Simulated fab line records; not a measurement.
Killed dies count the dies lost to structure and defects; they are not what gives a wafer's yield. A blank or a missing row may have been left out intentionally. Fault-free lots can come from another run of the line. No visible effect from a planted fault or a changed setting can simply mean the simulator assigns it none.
Struck lot and sound lot, side by side -- flow n5Finfet -- 27 steps out of a route of 1938
Sound: wafers L847.2, L847.4, L847.5. Struck: wafer L866.5. (L866.2 of the same lot was not struck and is left out.) The cause comes at the end.
For every step that has rows: the tool of each side, followed by ch and its chambers, followed by its first start. Under that, the readings that differ: sound wafers -- struck wafers -- difference of the means -- sigmas: that difference in standard deviations of wafers without a fault.
alike: words and numbers the same on both sides, and readings whose means are apart by under 2 such deviations; not compared: readings that were withheld, readings missing a value for some wafer, numbers with overlapping values and no deviation given by the record, and bounds like >300 which may hide the same value.
The two part at a step that has a row with sigmas, a row that says differs or no value, or rows on one side only. Non-overlapping numbers with no deviation appear without sigmas and do not part them. Lack of a reading on every wafer of one side parts them only where that side has two or more wafers.

N5_BEOL_M9_SPUTTER_48: material Cu, target thk 12 nm, time 2 s.
  struck on pvdSputter-03, day 17 05:35; sound on pvdSputter-01, day 10 19:56
  alike: chuckGasFlowSccm, substrateTempC, throttleValvePct
then, 1 step without rows for these wafers: N5_BEOL_M9_ECD_50 (material Cu, target thk 318 nm).
N5_BEOL_M9_ANNEAL_51: time 90 s.
  sound on rtpAnneal-02 ch 0, day 10 20:13; struck on rtpAnneal-01 ch 0, day 17 06:14
reading,sound,struck,difference,sigmas
wafer_temp_C_max,225.88 225.67 225.26,226.22,+0.62,+3
then, 1 step without rows for these wafers: N5_BEOL_M9_CMP_52 (polishes, stops on SiCOH lowk, t overpolish 7 s, target thk 140 nm).
N5_BEOL_M9_THK_MEAS_53: measures by xrf.
  struck on filmMetro-01, day 17 07:31; sound on filmMetro-02, day 10 20:45
  alike: M9_THK
then, 2 steps without rows for these wafers: N5_BEOL_M9_PRE_CLEAN_55 (time 15 s); N5_BEOL_M9_DEP_56 (deposits SiCN from 3MS/NH3, target thk 15 nm, time 26.5 s).
N5_BEOL_M9_RS_MEAS_57: uses a four-point probe to measure.
  struck on filmMetro-01, day 17 07:39; sound on filmMetro-02, day 10 20:53
  alike: M9_RS
N5_BEOL_M9_INSPECT_58: inspects for defects (darkfield).
  struck on defectInspect-01, day 17 07:41; sound on defectInspect-02, day 10 20:55
  alike: rawDefectCount
N5_BEOL_M10_ILD_DEP_00: deposits SiCOH lowk from DEMS/porogen, target thk 308.51 nm, time 58 s.
  sound on pecvd-03 ch 1,2, day 10 20:57; struck on pecvd-01 ch 2, day 17 07:43
  alike: heaterPowerW, showerheadPlenumPTorr, throttleValvePct
N5_BEOL_M10_CURE_71: cures SiCOH lowk, time 240 s.
  sound on uvCure-03 ch 0, day 10 21:07; struck on uvCure-01 ch 1, day 17 07:52
  alike: lampPowerPct, wafer_temp_C_max
N5_BEOL_M10_THK_MEAS_01:
  struck on filmMetro-01, day 17 08:19; sound on filmMetro-01, day 10 21:32
  alike: M10_ILD_THK
N5_BEOL_M10_PECVD_70: deposits SiO2 from TEOS/O2, target thk 20 nm, time 22.7 s.
  sound on pecvd-04 ch 1,2, day 10 21:35; struck on pecvd-01 ch 1, day 17 08:20
  alike: heaterPowerW, showerheadPlenumPTorr, throttleValvePct
then, 9 steps without rows for these wafers: N5_BEOL_M10_HM_DEP_02 (deposits TiN, target thk 20 nm); N5_BEOL_M10_COAT_59 (time 60 s, resist thk 100 nm); N5_BEOL_M10_COAT_60 (time 60 s, resist thk 30 nm); N5_BEOL_M10_COAT_05 (resist thk 90 nm); N5_BEOL_M10_EBR_07; N5_BEOL_M10_SOFTBAKE_06 (time 60 s); N5_BEOL_M10_EXPOSE_08 (exposes mask M10); N5_BEOL_M10_PEB_09 (peb time 60 s); N5_BEOL_M10_DEVELOP_10 (develop time 30 s).
N5_BEOL_M10_CD_MEAS_11 targets a cd of 64.1 nm.
  sound on cdSem-03 ch 0, day 10 22:46; struck on cdSem-01 ch 0, day 17 09:11
  alike: cdNm
N5_BEOL_M10_OVL_MEAS_12:
  sound on overlay-01 ch 0, day 10 22:49; struck on overlay-01 ch 0, day 17 09:14
  alike: M10_OVL
N5_BEOL_M10_INSPECT_13: inspects for defects (brightfield).
  struck on defectInspect-02, day 17 09:15; sound on defectInspect-01, day 10 22:50
reading,sound,struck,difference,sigmas
rawDefectCount,365 332 478,1921,+1529,+18
N5_BEOL_M10_DESCUM_16: chemistry O2, time 7.9 s.
  sound on rieDiel-01 ch 0,2,3, day 10 22:52; struck on rieDiel-01 ch 2, day 17 09:17
  alike: drypumpMotorCurrentA, oesProductAu, rfVppV, showerheadPlenumPTorr, tempC, throttleValvePct
  not compared: rfHoursCounterH
-- record jumps: 3 days separate the struck wafers' starts on either side; left off in module BEOL_M10, taken up again in module PASSIVATION, whose first shown step is the route's number 1936 --
N5_PASSIVATION_PROBE_49:
  rows exist in the record for the struck wafers here (prober-02, day 20 06:00), but not for the sound ones

## WHERE THEY PART
Last at N5_PASSIVATION_PROBE_49 as far as this record goes, first at N5_BEOL_M9_ANNEAL_51.

WHY: the cause the simulator had injected
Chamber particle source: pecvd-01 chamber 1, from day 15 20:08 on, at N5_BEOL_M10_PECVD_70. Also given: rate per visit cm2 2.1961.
